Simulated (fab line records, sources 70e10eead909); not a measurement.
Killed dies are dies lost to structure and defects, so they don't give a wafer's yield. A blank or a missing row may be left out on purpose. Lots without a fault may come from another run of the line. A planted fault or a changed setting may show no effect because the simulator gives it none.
A struck lot beside a sound one | flow nand_harc | 25 steps out of a route of 1159
Sound: wafers L701.2, L701.3, L701.6. Struck: wafer L716.4. (L716.2, L716.3 of the same lot were not struck and are left out.) The cause comes at the end.
At each step with rows: each side's tool, then ch and its chambers, then its first start. Under that, the readings that differ: sound wafers | struck wafers | difference of the means | sigmas: that difference in standard deviations of wafers without a fault.
alike: readings whose means differ by less than 2 such deviations, and words and numbers that are the same on both sides. not compared: withheld readings, readings that some wafer has no value for, bounds like >300 that may hide the same value, and numbers for which the record gives no deviation and whose values overlap.
The two part at a step that has a row with sigmas, a row that says differs or no value, or rows on one side only. Numbers that don't overlap but have no deviation are shown without sigmas and don't part them. A reading that every wafer of one side lacks parts them only if that side has two wafers or more.

first, 1 step without rows for these wafers: NHARC_P_M0_SRD_25.
NHARC_P_M0_INSPECT_27:
  sound on defect_inspect-01, day 5 17:13; struck on defect_inspect-01, day 9 18:38
  alike: raw_defect_count
NHARC_P_M0_PRE_CLEAN_31: time 12 s.
  sound on pecvd-02 ch 1,2, day 5 17:17; struck on pecvd-02 ch 2, day 9 19:11
  alike: heater_power_w
NHARC_P_M0_DEP_32: deposits SiCN, target thk 30 nm.
  sound on pecvd-02 ch 1,2, day 5 17:22; struck on pecvd-02 ch 2, day 9 19:16
  alike: heater_power_w
then, 7 steps without rows for these wafers: NHARC_P_M1_DEP_00 (deposits SiOC, target thk 182.5 nm); NHARC_P_M1_DEHYDRATE_01 (time 120 s); NHARC_P_M1_HMDS_02 (time 30 s); NHARC_P_M1_COAT_34 (time 65 s); NHARC_P_M1_COAT_03 (resist thk 90 nm); NHARC_P_M1_SOFTBAKE_04 (time 55 s); NHARC_P_M1_EBR_05.
NHARC_P_M1_EXPOSE_06: exposes mask P M1, target cd 130 nm.
  sound on arfi_scanner-03 ch 0, day 5 18:29; struck on arfi_scanner-03 ch 0, day 9 20:14
  alike: mask, exposure_dose_mJ_cm2
then, 2 steps without rows for these wafers: NHARC_P_M1_PEB_07 (peb time 65 s); NHARC_P_M1_DEVELOP_08 (develop time 35 s).
NHARC_P_M1_CD_MEAS_09: target cd 130 nm.
  sound on cd_sem-02 ch 0, day 5 18:37; struck on cd_sem-02 ch 0, day 9 20:22
  reading    | sound             | struck | difference | sigmas
  cd_nm (nm) | 129.8 130.6 129.6 | 135.1  | +5.1       | +8
NHARC_P_M1_OVL_MEAS_10: pitch 260 nm.
  sound on overlay-01, day 5 18:43; struck on overlay-02, day 9 20:27
  alike: overlay_x_nm, overlay_y_nm
NHARC_P_M1_INSPECT_11:
  sound on defect_inspect-02, day 5 18:44; struck on defect_inspect-02, day 9 20:29
  alike: raw_defect_count
NHARC_P_M1_DESCUM_14: chemistry O2, time 3 s.
  sound on rie_diel-10 ch 0,2,3, day 5 18:49; struck on rie_diel-04 ch 0, day 9 20:33
  reading               | sound             | struck | difference | sigmas
  rf_vpp_V (V)          | 58.6 58.6 57.2    | 56.3   | -1.8       | -2
  model.P_M1.cd_nm (nm) | 129.1 130.8 129.6 | 135.1  | +5.3       |
  alike: drypump_motor_current_A, o2_flow_sccm, oes_product_au, showerhead_plenum_p_Torr, throttle_valve_pct
  not compared: rf_hours_counter_h
NHARC_P_M1_ETCH_35: etches the open film in N2/H2, target depth 40 nm, overetch 12 nm, time 43.94 s.
  sound on rie_diel-10 ch 1,2,3, day 5 18:54; struck on rie_diel-04 ch 1, day 9 20:38
  reading                         | sound          | struck | difference | sigmas
  showerhead_plenum_p_Torr (Torr) | 1.99 2.00 1.94 | 2.13   | +0.15      | +2
  alike: drypump_motor_current_A, oes_product_au, rf_vpp_V, throttle_valve_pct
  not compared: rf_hours_counter_h
NHARC_P_M1_ETCH_15: etches the open film in C4F8/Ar, target depth 182.5 nm, time 91.2 s.
  sound on rie_diel-10 ch 0,1,3; struck on rie_diel-04 ch 1
  alike: oes_product_au, rf_vpp_V
  not compared: rf_hours_counter_h
NHARC_P_M1_CD_MEAS_16:
  sound on cd_sem-02, day 5 19:07; struck on cd_sem-01, day 9 20:52
  reading    | sound             | struck | difference | sigmas
  cd_nm (nm) | 128.7 130.6 129.8 | 135.1  | +5.4       | +7
NHARC_P_M1_STRIP_18: strips in N2/H2.
  sound on rie_diel-02 ch 0,2,3, day 5 19:11; struck on rie_diel-04 ch 3, day 9 20:56
  alike: drypump_motor_current_A, oes_product_au, rf_vpp_V, showerhead_plenum_p_Torr, throttle_valve_pct
  not compared: rf_hours_counter_h
NHARC_P_M1_ETCH_28: etches the open film in CF4/N2, target depth 30 nm, time 72.99 s.
  sound on rie_diel-02 ch 1,3; struck on rie_diel-04 ch 2
  reading                     | sound             | struck | difference | sigmas
  drypump_motor_current_A (A) | 6.1 5.9 6.1       | 5.1    | -0.9       | -3
  model.P_M1.cd_nm (nm)       | 128.5 130.3 129.6 | 135.6  | +6.1       |
  alike: oes_product_au, rf_vpp_V, showerhead_plenum_p_Torr, throttle_valve_pct
  not compared: rf_hours_counter_h
then, 1 step without rows for these wafers: NHARC_P_M1_STRIP_19 (strips in post etch residue remover, time 600 s).
-- the record jumps here: 14 days lie between the struck wafers' starts before and after (it left off in module P_M1 and takes up again in module END, whose first step shown is number 1159 of the route) --
NHARC_END_SORT_01:
  the record has rows for the struck wafers here (prober-01 ch 0, day 23 11:38) and none for the sound ones

WHERE THEY PART
First at NHARC_P_M1_CD_MEAS_09; last, within this record, at NHARC_END_SORT_01.

WHY: what the simulator had put in
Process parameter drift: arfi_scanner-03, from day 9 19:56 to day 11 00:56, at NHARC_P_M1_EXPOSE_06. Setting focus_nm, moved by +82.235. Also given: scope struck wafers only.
